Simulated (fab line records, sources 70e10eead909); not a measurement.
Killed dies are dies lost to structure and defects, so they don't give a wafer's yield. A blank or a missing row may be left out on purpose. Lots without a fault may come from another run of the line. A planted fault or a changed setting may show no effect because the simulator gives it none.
One fault seen from 2 desks | flow nand_harc | each desk has only its own numbers; what lay behind them comes last

THE TOOL OWNER'S DESK: litho_track-06
The tool's own readings at NHARC_P_CONTACT_SOFTBAKE_07 (time 55 s): means of the sampled wafers that have a number, for each lot that ran on this tool. A lot is out of limits, marked OUT, if its mean lies more than 4 standard deviations from the usual mean; the brackets give that distance.
Columns: A = heater_power_total_W at NHARC_P_CONTACT_SOFTBAKE_07, usual 188.45 W
lot  | first seen here | A
L555 | day 6 09:00     | 188.35
L557 | day 6 23:00     | 188.39
L561 | day 8 00:00     | 188.54
L562 | day 8 01:00     | 188.40
L568 | day 9 16:00     | 202.28 (+99 or more) OUT
L569 | day 10 02:00    | 202.31 (+99 or more) OUT
This desk's finding: out of limits on L568, L569; first on L568, day 9 16:00 (heater_power_total_W at NHARC_P_CONTACT_SOFTBAKE_07). In limits: L555, L557, L561, L562.

THE METROLOGY DESK
What the gauges read, lot by lot, whatever tool the lot ran on: means of the sampled wafers that have a number. A lot is out of limits, marked OUT, if its mean lies more than 4 standard deviations from the usual mean; the brackets give that distance.
Columns: A = cd_nm at NHARC_P_CONTACT_CD_MEAS_12, usual 90.3 nm
lot  | first seen here | A
L551 | day 5 14:47     | 89.5
L552 | day 6 00:20     | 89.9
L554 | day 6 02:53     | 89.9
L553 | day 6 03:37     | 89.4
L555 | day 6 09:55     | 91.6
L556 | day 6 23:05     | 90.0
L558 | day 6 23:27     | 91.0
L557 | day 6 23:44     | 90.1
L561 | day 8 00:25     | 90.9
L562 | day 8 02:15     | 90.2
L568 | day 9 16:50     | 90.1
L569 | day 10 03:13    | 89.0
L572 | day 10 21:07    | 90.3
L573 | day 11 01:02    | 90.5
This desk's finding: nothing out of limits on any of the 14 lots.

PUT TOGETHER
The tool owner's desk could have raised an alarm at day 9 16:00, on L568, L569.
The metrology desk saw nothing out of limits.
The metrology desk has L568, L569 on record, within its limits.
Of the lots named, all ran NHARC_P_CONTACT_SOFTBAKE_07 on litho_track-06.

WHAT THE SIMULATOR HAD PUT IN
Process parameter drift: litho_track-06, from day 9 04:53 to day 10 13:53, at NHARC_P_CONTACT_SOFTBAKE_07. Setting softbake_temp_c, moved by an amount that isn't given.
Lots struck among those shown: L568, L569.
Hours from the fault's start to each desk's first reading out of limits: the tool owner's desk, 11.
